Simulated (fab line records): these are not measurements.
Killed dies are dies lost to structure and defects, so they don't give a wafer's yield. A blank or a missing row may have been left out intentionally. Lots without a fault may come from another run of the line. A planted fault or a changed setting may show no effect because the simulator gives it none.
Problem report, 8D (eight disciplines) form, completed by code / flow nand harc / the parts of the form that need people (team, actions taken, sign-off) are left out

1. WHAT WENT WRONG
Mean of thk nm at NHARC_A_ONON_D1_THK_MEAS_02: 1294 nm across 3 wafers in 2 lots; on wafers with no fault it is 999 nm (standard deviation 7.8). Relative to the usual mean, that is a shift of +38 standard deviations.
The step: measures by ellipsometry.
The first sign was on wafer L845.1 at day 11 15:01, on film metro-02. At this step, 42 wafers from 14 lots have a number in the record. The rule behind "out" and "out of limits": a value lying over 4 standard deviations away from the usual mean. The rest of the wafers with a number are treated as sound.

2. WHAT IT IS AND WHAT IT IS NOT
question=which readings at this step | is=thk nm | is not=-
question=which lots | is=L845, L848 | is not=L829, L830, L831, L832, L834, L836, L837, L838, L842, L846, L850, L851
question=which wafers of those lots | is=L845.1, L845.5, L848.1 | is not=L845.6, L848.2, L848.4
question=read on which gauges | is=film metro-02 | is not=film metro-01
question=when | is=from day 11 15:01 | is not=up to then (28 sound wafers); but 11 sound wafers of L846, L848, L850, L851 came after

3. THE SUSPECTS, EACH WITH WHAT RULES IT OUT
Counting: if a tool at a process step up to the reading ran every lot that is out, it stays a suspect. Sound lots after the first of them don't rule it out here, since some wafers of a struck lot are sound.
- ruled out: the gauge at NHARC_A_ONON_D1_THK_MEAS_02. All the wafers that are out were read on film metro-02, but those of them that NHARC_END_SORT_01 has rows for are out there too, on other tools.
- pecvd onon-04 at NHARC_A_ONON_D1_DEP_00 (target thk 1000 nm): kept. It processed each lot that is out (first: L845, day 11 14:31); up to then, its last sound lot is L838 (day 9 21:49).
After counting, what remains is pecvd onon-04 at NHARC_A_ONON_D1_DEP_00.

4. THE CAUSE (what the simulator had put in)
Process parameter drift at NHARC_A_ONON_D1_DEP_00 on pecvd onon-04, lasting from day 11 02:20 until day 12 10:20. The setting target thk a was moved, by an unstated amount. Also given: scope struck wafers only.
After counting, this tool was the only one left.

5. SEQUENCE OF EFFECTS, ordered by route
Each row: a reading whose mean over the struck wafers that have a number lies more than 3 standard deviations from the usual. Scope: only readings with a usual standard deviation given in the record; hours: median across lots of the time from each lot's start at the first step in this table that gives one to its start at this step; sigmas: change in usual standard deviations.
hours=0; step=NHARC_A_ONON_D1_THK_MEAS_02; reading=thk nm; usual=999 nm; on struck wafers=1294; change=+295; sigmas=+38
hours=289; step=NHARC_END_SORT_01; reading=killed at array; usual=31; on struck wafers=674; change=+643; sigmas=+54
hours=289; step=NHARC_END_SORT_01; reading=killed dies; usual=35; on struck wafers=677; change=+642; sigmas=+54

6. WHAT WOULD HAVE CAUGHT IT SOONER
In this record the first reading out of limits at a measuring or inspecting step was taken at day 11 15:01, 13 hours after the fault began at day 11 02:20.
Of the lots that are out (2), L848 began NHARC_A_ONON_D1_DEP_00 on pecvd onon-04 after day 11 15:01. Had the tool been put on hold then, it would have been spared.
